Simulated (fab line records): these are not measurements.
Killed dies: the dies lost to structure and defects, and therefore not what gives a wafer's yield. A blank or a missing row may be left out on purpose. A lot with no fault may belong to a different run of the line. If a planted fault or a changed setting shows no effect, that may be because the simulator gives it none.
fab line records    flow nandHarc    part 2 of 2: steps 27 to 35 of 35
[record] lots = 5  wafers = 15  lastDay = 31
route steps=1302 shown A_STAIRCASE@758
lots that met no fault: taken from a fault-free run of the same line
startH: the number of hours between the record's first day and the start of the first shown wafer of the lot    waitH: hours elapsed since this lot's preceding step    " the same as in the row above    L1.1+2: one row covering several wafers at once    - either no value or no given start    * or withheld: withheld    < > ~ a bound
route shown NAME@n: NAME is a module with steps in the file, n the number in the route of the first one    usual: the fault-free wafers' mean and standard deviation    same: alike in all rows    chamber/n: place in a boat    sites: readings site by site    _std_site: the values' standard deviation    _edge_site: the outer-site mean with the inner-site mean subtracted    radiusMm: for every site, how far away it sits from the centre of the wafer    mask NAME#n: copy n    behind: the tool/chamber that last shaped the wafer    hold: why the lot was held/for how many hours/how that ended    device: transistor that didn't switch, given as n, p or np    end of line: tests run on the same wafers once the route is complete    a step with no rows: only its recipe    killed: the dies lost at the first sort to structure and to defects; this is not the yield of the wafer    map: per-die view of a wafer (x killed, . not killed, _ where there is no die)
set.NAME: the setting as run; set.NAME@STEP: as run at that earlier step    model.NAME: the simulator's own value behind a step, which no gauge read
lots at selected steps of the route; one table per step, one row per wafer
services: the hour from which a tool's chamber was out of use, counted from the record's first day as startH (under 0 if before that day), plus the number of hours and why
[[steps]]
[step NHARC_A_STAIRCASE_HM_OPEN_457]
[recipe] o2FlowSccm = 400  cosFlowSccm = 20  arFlowSccm = 0  rfW = 500  biasW = 300  chemistry = O2/COS
[usual] drypumpMotorCurrentA = 5.6/0.3  mfcArSccm = 0.012/0.014  oesProductAu = 1.002/0.0072  rfVppV = 467/3.1  showerheadPlenumPTorr = 3.13/0.14  throttleValvePct = 28.330/0.0089
lot.wafer  tool        chamber  startH  waitH  drypumpMotorCurrentA  mfcArSccm  oesProductAu  rfHoursCounterH  rfVppV  showerheadPlenumPTorr  throttleValvePct
L076.1     rieDiel-11  1        -       -      5.8                   0          1.006         37               465     3.02                   28.357
L076.3     "           2        "       "      5.8                   0.030      1.000         39               460     2.90                   28.327
L076.2     "           3        "       "      5.7                   0.026      1.014         39               470     3.24                   28.321
L086.4     rieDiel-11  2        -       -      5.8                   0.030      1.000         12               473     3.37                   28.340
L086.2     "           1        "       "      5.8                   0          1.007         13               466     3.01                   28.342
L086.6     "           3        "       "      5.7                   0.026      1.006         -                469     3.22                   28.336
L087.3     rieDiel-11  2        -       -      5.8                   0.030      0.994         15               472     3.37                   28.318
L087.4     "           3        "       "      5.7                   0.026      1.013         17               471     3.22                   28.331
L087.6     "           0        "       "      5.3                   0          1.002         -                462     2.91                   28.329
L093.2     rieDiel-04  1        -       -      5.7                   0.011      1.006         6                468     3.18                   28.319
L093.4     "           2        "       "      6.0                   0          1.010         4                468     3.16                   28.305
L093.6     "           0        "       "      5.6                   0.001      1.011         -                469     3.21                   28.323
L095.4     rieDiel-04  2        -       -      6.0                   0          1.014         8                467     3.16                   28.321
L095.6     "           3        "       "      5.0                   0.003      1.010         -                465     3.04                   28.324
L095.5     "           0        "       "      5.6                   0.001      1.009         -                468     3.20                   28.332
[step NHARC_A_STAIRCASE_STRIP_458]
[recipe] o2FlowSccm = 400  cosFlowSccm = 20  arFlowSccm = 0  biasW = 0  chemistry = O2/COS
lot.wafer   tool        chamber  startH  waitH
L076.3+2+1  rieDiel-11  1,2,3    -       -
L086.4+2+6  rieDiel-11  0,2,1    -       -
L087.4+3+6  rieDiel-11  2,3,1    -       -
L093.4+2+6  rieDiel-04  2,3,2    -       -
L095.4+6+5  rieDiel-04  0,3,0    -       -
[step NHARC_A_STAIRCASE_ETCH_451]
[recipe] targetDepthA = 300  overetchA = 30  timeS = 16.5  ionEnergyEv = 100  cf4FlowSccm = 80  o2FlowSccm = 20  arFlowSccm = 0  rfW = 300  biasW = 100  chemistry = CF4/O2
[usual] drypumpMotorCurrentA = 5.61/0.29  mfcArSccm = 0.013/0.014  oesProductAu = 1.001/0.0079  rfVppV = 197.9/1.5  showerheadPlenumPTorr = 1.34/0.061  throttleValvePct = 13.397/0.0099
lot.wafer  tool        chamber  startH  waitH  drypumpMotorCurrentA  mfcArSccm  oesProductAu  rfHoursCounterH  rfVppV  showerheadPlenumPTorr  throttleValvePct
L076.2     rieDiel-11  3        -       -      5.72                  0.026      1.021         39               198.5   1.39                   13.400
L076.3     "           0        "       "      5.34                  0          0.986         34               196.1   1.25                   13.423
L076.1     "           1        "       "      5.74                  0          1.015         37               196.9   1.29                   13.395
L086.4     rieDiel-11  3        -       -      5.71                  0.026      0.998         15               198.9   1.38                   13.398
L086.2     "           1        "       "      5.75                  0          0.987         13               195.9   1.29                   13.401
L086.6     "           2        "       "      5.80                  0.030      0.990         -                200.1   1.44                   13.399
L087.3     rieDiel-11  1        -       -      5.76                  0          0.994         17               196.8   1.28                   13.418
L087.4     "           2        "       "      5.82                  0.030      0.986         15               200.7   1.44                   13.395
L087.6     "           1        "       "      5.76                  0          1.002         -                196.0   1.28                   13.398
L093.4     rieDiel-04  2        -       -      5.95                  0          0.996         4                200.6   1.35                   13.397
L093.2     "           3        "       "      4.98                  0.003      0.996         4                196.2   1.30                   13.408
L093.6     "           2        "       "      5.96                  0          0.997         -                198.5   1.35                   13.397
L095.4     rieDiel-04  1        -       -      5.68                  0.011      0.997         9                197.9   1.36                   13.395
L095.6     "           0        "       "      5.64                  0.001      1.010         -                199.0   1.37                   13.401
L095.5     "           1        "       "      5.71                  0.011      1.008         -                198.6   1.36                   13.385
[step NHARC_A_STAIRCASE_ETCH_273]
[recipe] targetDepthA = 1.02e+05  timeS = 2468.6  ionEnergyEv = 800  c4f8FlowSccm = 80  o2FlowSccm = 60  arFlowSccm = withheld  rfW = 600  biasW = 3000  chemistry = C4F8/O2/Ar
[usual] oesProductAu = 0.936/0.0091  rfVppV = 1827/11
lot.wafer  tool        chamber  startH  waitH  oesProductAu  rfHoursCounterH  rfVppV
L076.2     rieDiel-11  1        -       -      0.939         37               1819
L076.3     "           3        "       "      0.936         40               1836
L076.1     "           0        "       "      0.936         35               1812
L086.2     rieDiel-11  3        -       -      0.949         15               1834
L086.4     "           1        "       "      0.953         14               1817
L086.6     "           0        "       "      0.946         -                1809
L087.4     rieDiel-11  3        -       -      0.939         18               1835
L087.3     "           2        "       "      0.922         15               1847
L087.6     "           3        "       "      0.941         -                1835
L093.4     rieDiel-04  0        -       -      0.938         7                1833
L093.2     "           1        "       "      0.940         7                1832
L093.6     "           2        "       "      0.938         -                1831
L095.4     rieDiel-04  1        -       -      0.933         9                1833
L095.6     "           1        "       "      0.932         -                1831
L095.5     "           2        "       "      0.934         -                1830
[step NHARC_A_STAIRCASE_STRIP_274]
[recipe] o2FlowSccm = 500  arFlowSccm = 0  biasW = 0  chemistry = O2
[usual] drypumpMotorCurrentA = 5.62/0.3  mfcArSccm = 0.014/0.014  oesProductAu = 1.001/0.0072  rfVppV = 57.8/1  showerheadPlenumPTorr = 3.54/0.16  throttleValvePct = 17.035/0.0098
lot.wafer  tool        chamber  startH  waitH  drypumpMotorCurrentA  mfcArSccm  oesProductAu  rfHoursCounterH  rfVppV  showerheadPlenumPTorr  throttleValvePct
L076.1     rieDiel-11  0        -       -      5.32                  0          0.997         35               55.9    3.31                   17.031
L076.2     "           1        "       "      5.75                  0          1.004         38               57.1    3.42                   17.031
L076.3     "           2        "       "      5.82                  0.030      1.004         41               57.7    3.27                   17.032
L086.4     rieDiel-11  3        -       -      5.74                  0.026      1.000         16               57.6    3.64                   17.042
L086.2     "           1        "       "      5.72                  0          1.010         14               57.5    3.40                   17.048
L086.6     "           2        "       "      5.82                  0.030      0.994         -                57.6    3.80                   17.047
L087.4     rieDiel-11  3        -       -      5.72                  0.026      1.006         19               58.9    3.64                   17.034
L087.3     "           0        "       "      5.34                  0          0.991         22               57.0    3.30                   17.046
L087.6     "           2        "       "      5.83                  0.030      0.989         -                58.2    3.80                   17.035
L093.2     rieDiel-04  2        -       -      5.96                  0          1.007         6                57.4    3.57                   17.038
L093.4     "           3        "       "      4.98                  0.003      1.005         6                57.7    3.44                   17.037
L093.6     "           3        "       "      4.96                  0.003      1.006         -                56.1    3.44                   17.034
L095.4     rieDiel-04  3        -       -      4.97                  0.003      1.000         8                58.2    3.44                   17.037
L095.5     "           2        "       "      5.96                  0          0.994         -                55.2    3.57                   17.044
L095.6     "           3        "       "      5.03                  0.003      0.999         -                58.0    3.44                   17.037
[step NHARC_A_STAIRCASE_STRIP_275]
[recipe] timeS = 900  tempC = 130  chemistry = SPM
lot.wafer   tool         chamber  startH  waitH
L076.3+2+1  wetBench-06  1,2,3    394.59  -
L086.6+2+4  wetBench-09  1,2,3    488.96  -
L087.3+4+6  wetBench-07  0,3,5    498.14  -
L093.2+4+6  wetBench-06  1,2,3    559.91  -
L095.5+4+6  wetBench-07  5,7,0    571.30  -
[step NHARC_A_STAIRCASE_PRECLEAN_276]
[recipe] timeS = *  tempC = 50  bathAgeMin = 0  chemistry = SC1
lot.wafer   tool         chamber  startH  waitH
L076.3+2+1  wetBench-06  1,2,3    -       -
L086.6+2+4  wetBench-09  1,2,3    -       -
L087.3+4+6  wetBench-07  0,3,5    -       -
L093.2+4+6  wetBench-06  1,2,3    -       -
L095.5+4+6  wetBench-07  5,7,0    -       -
[step NHARC_A_STAIRCASE_SRD_277]
lot.wafer   tool         chamber  startH  waitH
L076.3+2+1  wetBench-06  1,2,3    -       -
L086.6+2+4  wetBench-09  1,2,3    -       -
L087.3+4+6  wetBench-07  0,3,5    -       -
L093.2+4+6  wetBench-06  1,2,3    -       -
L095.5+4+6  wetBench-07  5,7,0    -       -
[step NHARC_A_STAIRCASE_HM_DEP_459]
[recipe] targetThkA = 15000  tempC = 400  material = aC
[usual] throttleValvePct = 34.999/0.0091
lot.wafer  tool       chamber  startH  waitH  throttleValvePct
L076.1     aclDep-01  0        397.27  2.2    34.998
L076.2     "          0        "       "      35.000
L076.3     "          0        "       "      35.005
L086.2     aclDep-01  0        491.96  2.6    34.999
L086.4     "          0        "       "      35.002
L086.6     "          0        "       "      35.008
L087.3     aclDep-03  0        499.28  0.7    35.003
L087.4     "          0        "       "      35.012
L087.6     "          0        "       "      35.015
L093.2     aclDep-03  0        562.03  1.7    35.003
L093.4     "          0        "       "      35.011
L093.6     "          0        "       "      35.004
L095.4     aclDep-03  0        572.74  1.0    34.997
L095.5     "          0        "       "      34.999
L095.6     "          0        "       "      34.984
[[services]]
tool           chamber  startH  hours  kind
wetBench-06    -        369.60  8.0    pm
wetBench-06    -        386.96  1.3    repair
rieDiel-02     -        393.85  9.0    pm
lithoTrack-02  -        402.00  7.0    pm
lithoTrack-07  -        426.00  7.0    pm
aclDep-02      -        427.02  13.0   pm
wetBench-06    -        429.59  2.0    repair
rieDiel-11     -        435.05  9.0    pm
krfScanner-02  -        438.00  4.0    pm
lithoTrack-03  -        450.00  7.0    pm
rieDiel-11     3        472.03  2.5    repair
krfScanner-04  -        473.60  3.7    repair
rieDiel-11     2        475.80  1.7    repair
rieDiel-11     1        479.93  1.9    repair
aclDep-03      -        485.45  13.0   pm
rieDiel-11     2        499.34  4.3    repair
krfScanner-02  -        507.89  0.4    repair
wetBench-07    -        512.00  8.0    pm
krfScanner-04  -        526.00  4.0    pm
rieDiel-02     0        528.43  4.4    repair
rieDiel-04     -        531.90  9.0    pm
wetBench-06    -        545.63  8.0    pm
rieDiel-02     0        548.83  3.4    repair
rieDiel-02     -        573.09  9.0    pm
